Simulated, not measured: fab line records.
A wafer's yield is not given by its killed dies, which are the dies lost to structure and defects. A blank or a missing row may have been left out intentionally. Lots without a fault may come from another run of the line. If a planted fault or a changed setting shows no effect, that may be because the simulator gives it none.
Matching of chambers ; flow nand harc ; 4 sister chambers for NHARC_A_STAIRCASE_ETCH_169 on rie diel-11
The step etches the open film in CH3F/O2, target depth 50 nm, time 107.1 s. 8 wafers are shown with their chamber, then 12 later ones without.

== WAFERS, EACH WITH ITS CHAMBER ==
wafer;chamber;showerhead plenum p Torr (Torr);rf vpp V (V)
L083.6;0;2.47;245.1
L083.1;3;2.64;246.6
L084.2;1;2.43;244.0
L084.3;2;2.29;242.0
L084.6;0;2.47;243.4
L086.3;3;2.63;246.6
L086.5;2;2.29;241.1
L086.6;1;2.42;244.4

== WAFERS WITH NO CHAMBER GIVEN ==
wafer;showerhead plenum p Torr (Torr);rf vpp V (V)
L087.3;2.29;241.5
L087.4;2.46;244.7
L087.5;2.42;243.4
L090.3;2.46;244.1
L090.5;2.42;243.7
L090.6;2.46;244.5
L094.4;2.45;244.6
L094.5;2.28;242.4
L094.6;2.41;243.2
L095.1;2.62;246.6
L095.2;2.28;241.8
L095.4;2.45;245.7

== EACH ONE'S CHAMBER ==
wafer;from the rows above;in truth
L087.3;2;2
L087.4;0;0
L087.5;1;1
L090.3;0;0
L090.5;1;1
L090.6;0;0
L094.4;can't be placed: 0 or 1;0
L094.5;2;2
L094.6;1;1
L095.1;3;3
L095.2;2;2
L095.4;can't be placed: 0 or 1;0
Correctly placed: 10 of 12. These rows do not allow placing 2 (true chamber among the candidates in 2). Number placed wrongly: 0.
How it was worked out, from the rows above alone: a wafer's distance from a chamber is the root of the sum, over the readings, of the square of ((its reading less the chamber's mean) divided by the reading's scatter). The wafer belongs to the nearest chamber; if the next one is less than 2 further off, it can't be placed. The mean given for a chamber averages the wafers shown for that chamber. The scatter is the square root of a quotient: the sum, over the shown wafers, of each reading's squared deviation from its chamber's mean, divided by wafers minus chambers.
